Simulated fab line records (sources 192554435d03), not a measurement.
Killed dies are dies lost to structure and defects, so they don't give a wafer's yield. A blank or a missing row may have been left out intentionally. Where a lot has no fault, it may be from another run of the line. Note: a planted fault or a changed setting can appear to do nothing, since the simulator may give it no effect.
fab line records	flow n5_finfet
[record] lots = 4	wafers = 12	last_day = 17
route steps=1938 shown BEOL_M5@1185 BEOL_M6@1194
lots with no fault: from the same line, run without faults
start_h: hours from the record's opening day to when the first of the lot's shown wafers began	wait_h: hours since the lot's step before	" the same as in the row above	L1.1+2: several wafers, shown together as one row	- no value, or no start was given	* or withheld: withheld	< > ~ a bound
route shown NAME@n: names a module that has steps shown in the file, with the first one's number in the route	usual: mean/standard deviation taken from wafers without a fault	same: alike in all rows	chamber/n: place in a boat	sites: the reading at each site	_std_site: standard deviation across them	_edge_site: inner sites' mean taken away from outer sites' mean	radius_mm: how far each site lies from the wafer's centre	mask NAME#n: copy n	behind: the last tool/chamber to shape the wafer	hold: what put the lot on hold/how long, in hours/how the hold closed	device: which transistor (n, p or np) failed to switch	end of line: at the end of the route, the tests of the same wafers	a step with no rows: only its recipe	killed: at the first sort, the dies lost to defects and structure; wafer yield is something else	map: a wafer's dies, marking killed ones x, the rest . and places with no die _
set.NAME: the setting the step ran with; set.NAME@STEP: the setting that earlier step ran with	model.NAME: the simulator's own value behind a step, which no gauge read
lots seen at some steps along the route; tables by step, rows by wafer
services: a tool's chamber out of use, with start hour (start_h, from the record's first day; less than 0 if before it), hours out, and reason
[[steps]]
[step N5_BEOL_M5_ANNEAL_51]
[recipe] temp_c = 225	time_s = 90	ambient = N2
[step N5_BEOL_M5_CMP_52]
[recipe] stop_on = SiCOH_lowk	t_overpolish_s = 6.9	down_force_psi = 1	platen_rpm = 50	clearing_platen_down_force_psi = 1.5	clearing_platen_rpm = 50	post_cmp_clean = cu_alkaline	target_thk_nm = 62	clearing_platen_pad_velocity_m_s = 0.99484	pad_velocity_m_s = 0.99484
[step N5_BEOL_M5_PRE_CLEAN_77]
[recipe] gas = NH3/H2	time_s = 15	temp_c = *	rf_power_w = 300
[step N5_BEOL_M5_CO_CAP_78]
[recipe] material = Co	target_thk_a = 20	temp_c = 200	precursor = CCTBA/H2	pressure_torr = 30	time_s = 102.1
[step N5_BEOL_M5_PRE_CLEAN_55]
[recipe] gas = NH3	time_s = 15	temp_c = withheld	rf_power_w = 300
[step N5_BEOL_M5_DEP_56]
[recipe] material = SiCN	target_thk_a = 80	temp_c = withheld	precursor = 3MS/NH3	pressure_torr = 3	rf_w = 202	time_s = 14
[step N5_BEOL_M6_ILD_DEP_00]
[recipe] material = SiCOH_lowk	target_thk_a = 1797.5	temp_c = 300	precursor = DEMS/porogen	pressure_torr = 5	rf_w = 500	time_s = 33.4
[step N5_BEOL_M6_CURE_74]
[recipe] temp_c = 385	time_s = 240	ambient = He/Ar	material = SiCOH_lowk
[step N5_BEOL_M6_PECVD_70]
[recipe] material = SiO2	target_thk_a = 200	temp_c = 400	precursor = TEOS/O2	pressure_torr = 5.5	rf_w = 450	teos_flow_sccm = 53.8	gas = O2	flow_sccm = 3000	time_s = 22.7
[usual] heater_power_w = 667/54	showerhead_plenum_p_Torr = 8.78/0.056	throttle_valve_pct = 23.0/1.3
lot.wafer	tool	chamber	start_h	wait_h	heater_power_w	showerhead_plenum_p_Torr	throttle_valve_pct	model.SiO2_of_BEOL_M6_PECVD_70.thk_nm
L272.2	pecvd-01	2	210.72	0.0	668	8.77	22.4	20.4
L272.4	"	0	"	"	599	8.81	23.0	20.4
L272.6	"	1	"	"	776	8.82	24.2	20.2
L276.1	pecvd-01	1	238.63	0.0	730	8.80	24.6	20
L276.4	"	1	"	"	737	8.81	24.3	20
L276.5	"	2	"	"	561	8.81	22.7	24.2
L277.1	pecvd-01	2	240.65	0.0	696	8.79	22.9	23.6
L277.2	"	0	"	"	678	8.83	22.7	20
L277.6	"	1	"	"	725	8.79	24.1	20
L287.1	pecvd-03	0	310.83	0.0	743	8.82	21.5	19.4
L287.2	"	2	"	"	725	8.68	19.5	19.8
L287.5	"	2	"	"	723	8.67	19.5	20
[step N5_BEOL_M6_HM_DEP_02]
[recipe] material = TiN	target_thk_a = 200	temp_c = 25	chamber_pressure_pa = 0.49996
[step N5_BEOL_M6_COAT_59]
[recipe] resist = SOC	temp_c = 250	time_s = 60	spin_rpm = 1500	resist_thk_nm = 100
[step N5_BEOL_M6_COAT_60]
[recipe] resist = SiARC	temp_c = 220	time_s = 60	spin_rpm = 1500	resist_thk_nm = 35
[step N5_BEOL_M6_COAT_05]
[recipe] resist = CAR-ArF	spin_rpm = 1500	resist_thk_nm = 90
[step N5_BEOL_M6_EBR_07]
[recipe] solvent = PGMEA	ebr_width_mm = 1.5
[step N5_BEOL_M6_SOFTBAKE_06]
[recipe] temp_c = 110	time_s = 60	resist = CAR-ArF
[step N5_BEOL_M6_EXPOSE_08]
[recipe] mask_id = M6	na = 1.35	source_shape = dipole	sigma_inner = 0.817	sigma_outer = 0.97	polarization = te	dose_mj = 68.25
[step N5_BEOL_M6_PEB_09]
[recipe] peb_temp_c = withheld	peb_time_s = 60	resist = CAR-ArF
[step N5_BEOL_M6_DEVELOP_10]
[recipe] develop_time_s = 30	developer = TMAH	resist = CAR-ArF	rinse_liquid = diw	dry = air_spin	dev_temp_c = 23
[step N5_BEOL_M6_DESCUM_16]
[recipe] chemistry = O2	time_s = 7.9	source_power_w = 50	bias_power_w = 20	pressure_mtorr = 20	rf_frequency_hz = 2.712e+07	temp_c = 40	resist = CAR-ArF	o2_flow_sccm = 225
[step N5_BEOL_M6_ETCH_61]
[recipe] chemistry = CF4	target = SiARC	target_depth_a = 455	mask_material = CAR-ArF	time_s = 75.8	ion_energy_ev = 80	pressure_mtorr = 40	source_w = 545	bias_w = 36	Ar_flow_sccm = 100	cf4_flow_sccm = 100	ends = cleared
[step N5_BEOL_M6_ETCH_62]
[recipe] chemistry = N2/H2	target = SOC	target_depth_a = 1100	overetch_a = 220	mask_material = SiARC	temp_c = 40	time_s = 165	ion_energy_ev = 200	pressure_mtorr = 30	source_w = 840	bias_w = 150	n2_flow_sccm = 200	h2_flow_sccm = 200
[step N5_BEOL_M6_STRIP_68]
[recipe] chemistry = N2/H2	temp_c = 40	n2_flow_sccm = 200	h2_flow_sccm = 200	rf_frequency_hz = 6e+07
[step N5_BEOL_M6_STRIP_67]
[recipe] chemistry = CF4	resist = SiARC	power_w = 300	bias_power_w = 75	pressure_mtorr = 50	cf4_flow_sccm = 150	rf_frequency_hz = 6e+07
[step N5_BEOL_M6_HM_OPEN_17]
[recipe] chemistry = Cl2/BCl3	target_depth_a = 200	overetch_a = 60	target = TiN	mask_material = SOC	ion_energy_ev = 150	pressure_mtorr = 10	icp_w = 1000	bias_w = 126	Cl2_flow_sccm = 53.25	bcl3_flow_sccm = 21.75	Ar_flow_sccm = 25
[step N5_BEOL_M6_STRIP_19]
[recipe] chemistry = O2	power_w = 400	temp_c = 40	pressure_mtorr = 30	rf_frequency_hz = 6e+07	bias_power_w = 0	overash_fraction = 0.2	o2_flow_sccm = 225
[step N5_BEOL_M6_COAT_63]
[recipe] resist = SOC	temp_c = 250	time_s = 60	spin_rpm = 1500	resist_thk_nm = 60
[step N5_BEOL_M6_COAT_64]
[recipe] resist = SiARC	temp_c = 220	time_s = 60	spin_rpm = 1500	resist_thk_nm = 12
[step N5_BEOL_M6_COAT_71]
[recipe] resist = underlayer	temp_c = 205	time_s = 60	spin_rpm = 1500	resist_thk_nm = 5
[step N5_BEOL_M6_COAT_22]
[recipe] resist = CAR-EUV	spin_rpm = 1500	resist_thk_nm = 30
[step N5_BEOL_M6_EBR_24]
[recipe] solvent = PGMEA	ebr_width_mm = 1.5
[step N5_BEOL_M6_SOFTBAKE_23]
[recipe] temp_c = 110	time_s = 60	resist = CAR-EUV
[step N5_BEOL_M6_EXPOSE_25]
[recipe] mask_id = V5	na = 0.33	source_shape = annular	sigma_inner = 0.4	sigma_outer = 0.8	polarization = unpolarized	target_cd_nm = 40	dose_mj = 45
[step N5_BEOL_M6_PEB_26]
[recipe] peb_temp_c = 100	peb_time_s = 60	resist = CAR-EUV
[step N5_BEOL_M6_DEVELOP_27]
[recipe] develop_time_s = 30	developer = TMAH	resist = CAR-EUV	rinse_liquid = surfactant_rinse	dry = air_spin	dev_temp_c = 23
[step N5_BEOL_M6_HM_STRIP_39]
[recipe] chemistry = peroxide_tin_strip	material = TiN	target_depth_a = 250	temp_c = 50	time_s = 158
lot.wafer	tool	chamber	start_h	wait_h	model.SiO2_of_BEOL_M6_PECVD_70.thk_nm
L272.2+4+6	wet_bench-05	6,5,4	215.24	0.0	20.2
L276.1+4	wet_bench-01	5,6	241.57	0.0	19.8
L276.5	"	4	"	"	24
L277.1	wet_bench-05	4	243.67	0.1	23.6
L277.2	"	0	"	"	19.8
L277.6	"	1	"	"	20
L287.1	wet_bench-05	1	315.73	0.0	19.2
L287.2	"	2	"	"	19.6
L287.5	"	4	"	"	19.8
[step N5_BEOL_M6_CMP_52]
[recipe] stop_on = SiCOH_lowk	t_overpolish_s = 6.9	down_force_psi = 1	platen_rpm = 50	clearing_platen_down_force_psi = 1.5	clearing_platen_rpm = 50	post_cmp_clean = cu_alkaline	target_thk_nm = 80	clearing_platen_pad_velocity_m_s = 0.99484	pad_velocity_m_s = 0.99484
[usual] barrier_field_endpoint_s = 28.7/0.66	clearing_platen_down_force_psi = 1.4997/0.0029	motor_current_A = 6.0/0.4	retaining_ring_pressure_frac = 1.000/0.0048
lot.wafer	tool	chamber	start_h	wait_h	barrier_field_endpoint_s	clearing_platen_down_force_psi	motor_current_A	retaining_ring_pressure_frac
L272.4	cmp-01	0	219.10	0.1	29.3	1.5005	5.7	0.993
L272.2	"	1	"	"	29.2	1.5040	5.8	0.999
L272.6	"	1	"	"	29.8	1.4970	5.8	0.999
L276.4	cmp-03	2	243.80	0.1	28.9	1.4968	6.0	1.001
L276.1	"	0	"	"	27.5	1.4983	6.0	1.001
L276.5	"	3	"	"	32.3	1.5004	6.4	0.999
L277.2	cmp-02	1	246.27	0.4	28.0	1.5025	6.5	1.009
L277.1	"	3	"	"	33.1	1.4948	5.7	0.991
L277.6	"	1	"	"	27.5	1.4993	6.5	1.004
L287.2	cmp-01	3	317.44	0.2	28.7	1.4963	6.0	0.995
L287.1	"	1	"	"	28.3	1.5010	5.8	1.003
L287.5	"	3	"	"	28.3	1.4993	6.0	0.996
[[services]]
tool	chamber	start_h	hours	kind
pecvd-03	1	193.83	5.5	scheduled_down
pecvd-03	2	198.64	13.5	repair
cmp-02	-	202.10	0.9	repair
cmp-03	-	204.25	0.4	repair
pecvd-03	2	212.18	-	clean
pecvd-03	2	212.18	-	consumable_replace:showerhead
pecvd-03	2	212.18	29.0	scheduled_down
pecvd-03	2	212.18	29.0	vent_cycle
cmp-02	-	213.47	1.6	repair
cmp-02	-	225.03	1.2	repair
cmp-02	-	253.86	1.7	repair
cmp-02	-	263.48	4.0	pm
cmp-01	-	264.83	4.0	pm
pecvd-03	1	266.26	5.0	scheduled_down
cmp-02	-	267.48	-	consumable_replace:conditioner
cmp-02	-	267.48	-	consumable_replace:pad
cmp-01	-	268.83	-	consumable_replace:conditioner
cmp-01	-	268.83	-	consumable_replace:pad
pecvd-01	1	277.97	7.5	repair
cmp-01	-	278.43	11.6	pm
cmp-02	-	282.39	0.8	repair
cmp-03	-	288.57	3.1	pm
pecvd-03	-	294.43	10.2	repair
pecvd-01	2	297.85	5.0	scheduled_down
[[key]]
[first_sign] step = N5_BEOL_M6_CMP_52	reading = barrier_field_endpoint_s	direction = up	sigmas = 6	usual = 28.7	struck = 32.7
effect none on later readings
[model_effect] step = N5_BEOL_M6_PECVD_70	value = SiO2_of_BEOL_M6_PECVD_70.thk_nm	without = 20	struck = 23.9
[model_effect] step = N5_BEOL_M6_HM_STRIP_39	value = SiO2_of_BEOL_M6_PECVD_70.thk_nm	without = 19.9	struck = 23.8
met_at N5_BEOL_M6_PECVD_70
struck_wafers L276.5,L277.1
onset_between 210.72 238.63
[fault] kind = process_parameter_drift	tool = pecvd-01	chamber = 2	onset_h = 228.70	steps = N5_BEOL_M6_PECVD_70	channel = time_s	offset = *	shape = step	end_h = 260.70	acts_in = *	stated = *
